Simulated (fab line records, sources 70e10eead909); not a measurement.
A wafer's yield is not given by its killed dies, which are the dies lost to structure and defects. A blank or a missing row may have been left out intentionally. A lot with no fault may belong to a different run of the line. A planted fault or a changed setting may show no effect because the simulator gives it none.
Chamber matching :: flow nand harc :: rie diel-03 running NHARC_A_STAIRCASE_ETCH_292: 4 sister chambers
The step etches the open film in CF4/CHF3. 8 wafers are shown with their chamber, then 7 later ones without.

## WAFERS WITH THEIR CHAMBER
wafer: L081.2
chamber: 3
showerhead plenum p Torr (Torr): 1.63
drypump motor current A (A): 6.2

wafer: L081.4
chamber: 2
showerhead plenum p Torr (Torr): 1.47
drypump motor current A (A): 5.9

wafer: L081.5
chamber: 1
showerhead plenum p Torr (Torr): 1.53
drypump motor current A (A): 6.4

wafer: L082.1
chamber: 2
showerhead plenum p Torr (Torr): 1.47
drypump motor current A (A): 5.9

wafer: L082.3
chamber: 3
showerhead plenum p Torr (Torr): 1.63
drypump motor current A (A): 6.1

wafer: L082.4
chamber: 0
showerhead plenum p Torr (Torr): 1.52
drypump motor current A (A): 6.0

wafer: L085.1
chamber: 0
showerhead plenum p Torr (Torr): 1.52
drypump motor current A (A): 6.1

wafer: L085.5
chamber: 1
showerhead plenum p Torr (Torr): 1.52
drypump motor current A (A): 6.4

## WAFERS MISSING THEIR CHAMBER
wafer: L085.6
showerhead plenum p Torr (Torr): 1.52
drypump motor current A (A): 6.1

wafer: L086.1
showerhead plenum p Torr (Torr): 1.63
drypump motor current A (A): 6.2

wafer: L086.2
showerhead plenum p Torr (Torr): 1.52
drypump motor current A (A): 6.4

wafer: L086.4
showerhead plenum p Torr (Torr): 1.47
drypump motor current A (A): 5.9

wafer: L096.1
showerhead plenum p Torr (Torr): 1.62
drypump motor current A (A): 6.2

wafer: L096.5
showerhead plenum p Torr (Torr): 1.51
drypump motor current A (A): 6.1

wafer: L096.6
showerhead plenum p Torr (Torr): 1.46
drypump motor current A (A): 5.9

## THE CHAMBER EACH PASSED THROUGH
wafer: L085.6
from the rows above: 0
in truth: 0

wafer: L086.1
from the rows above: 3
in truth: 3

wafer: L086.2
from the rows above: 1
in truth: 1

wafer: L086.4
from the rows above: 2
in truth: 2

wafer: L096.1
from the rows above: 3
in truth: 3

wafer: L096.5
from the rows above: 0
in truth: 0

wafer: L096.6
from the rows above: 2
in truth: 2
Correct placement for 7 of the 7. Not placeable from these rows: 0. Placed wrongly: 0.
How it was worked out, from the rows above alone: a wafer's distance from a chamber is the root of the sum, over the readings, of the square of ((its reading less the chamber's mean) divided by the reading's scatter). The wafer belongs to the nearest chamber; if the next one is less than 2 further off, it can't be placed. For every chamber, the mean is computed from those of its wafers that are shown. The scatter: the root of (the sum of the squares of (reading less its chamber's mean) over the shown wafers, divided by (wafers less chambers)).
